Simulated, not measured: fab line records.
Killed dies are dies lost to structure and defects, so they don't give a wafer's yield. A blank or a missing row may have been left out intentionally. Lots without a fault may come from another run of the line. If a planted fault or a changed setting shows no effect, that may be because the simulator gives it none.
Matching of chambers	flow n5Finfet	N5_MOL_CONTACT_COAG_CMP_52 on cmp-03: 4 sister chambers
The step polishes, stops on SiO2, t overpolish 1.5 s, target thk 66.5 nm. 24 wafers are shown with their chamber, then 12 later ones without.

== WAFERS, EACH WITH ITS CHAMBER ==
wafer	chamber	motorCurrentA (A)	overpolishRunS (s)	timeToEndpointS (s)
L074.3	1	14.1	1.491	12.6
L074.4	0	13.9	1.494	13.9
L074.5	0	14.2	1.501	13.2
L079.1	2	12.6	1.498	16.1
L079.3	1	14.2	1.498	15.5
L079.5	2	12.7	1.491	14.4
L082.1	0	14.2	1.485	15.4
L082.4	1	14.6	1.495	11.8
L082.5	2	12.4	1.494	13.4
L082.2	3	11.2	1.503	13.7
L082.3	2	12.6	1.491	12.5
L082.6	1	13.6	1.491	10.9
L081.1	0	14.0	1.490	15.5
L081.3	2	13.4	1.483	13.9
L081.6	3	10.7	1.497	12.5
L083.3	3	10.5	1.501	14.0
L083.5	0	13.4	1.494	15.2
L083.6	1	13.9	1.497	15.9
L085.2	0	14.2	1.500	14.1
L085.3	1	14.0	1.510	14.7
L085.5	1	13.9	1.506	12.5
L087.3	0	13.5	1.505	14.7
L087.4	1	13.5	1.483	13.8
L087.5	1	14.7	1.496	16.9

SIGNATURES (means of the wafers above)
reading	chamber 0	chamber 1	chamber 2	chamber 3	scatter within a chamber
motorCurrentA	13.914	14.056	12.740	10.800	0.377
overpolishRunS	1.49557	1.49633	1.49140	1.50033	0.00688
timeToEndpointS	14.571	13.844	14.060	13.400	1.52
Rule: for each reading, subtract the chamber's mean from the wafer's reading, divide by that reading's scatter and square the result; add these up over the readings and take the root, which gives the wafer's distance from the chamber. If the next closest chamber is less than 2 further off than the closest, the wafer can't be placed; otherwise it belongs to the closest. How the scatter is found: for the shown wafers, subtract from each reading the mean of its chamber, square and add these, divide the total by (wafers less chambers), then take the root.

== WAFERS WITH NO CHAMBER GIVEN ==
wafer	motorCurrentA (A)	overpolishRunS (s)	timeToEndpointS (s)
L088.1	14.0	1.502	11.6
L088.2	13.4	1.495	11.4
L088.3	12.4	1.512	14.1
L090.1	14.0	1.511	15.4
L090.2	10.7	1.510	14.4
L090.6	10.8	1.514	14.9
L096.1	14.1	1.508	12.9
L096.3	11.0	1.512	16.9
L096.5	14.8	1.485	15.2
L097.2	14.6	1.499	12.8
L097.3	12.0	1.498	13.4
L097.6	11.3	1.506	12.5

== CHAMBER TAKEN BY EACH ==
wafer	from the rows above	in truth
L088.1	can't be placed: 1 or 0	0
L088.2	can't be placed: 1 or 0 or 2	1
L088.3	can't be placed: 2 or 3 or 0 or 1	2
L090.1	can't be placed: 0 or 1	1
L090.2	3	3
L090.6	3	3
L096.1	can't be placed: 1 or 0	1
L096.3	3	3
L096.5	can't be placed: 1 or 0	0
L097.2	can't be placed: 1 or 0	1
L097.3	can't be placed: 2 or 3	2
L097.6	3	3
4 of 12 placed correctly. From these rows, 8 cannot be placed; in 8 the true chamber is one of the candidates. Number placed wrongly: 0.
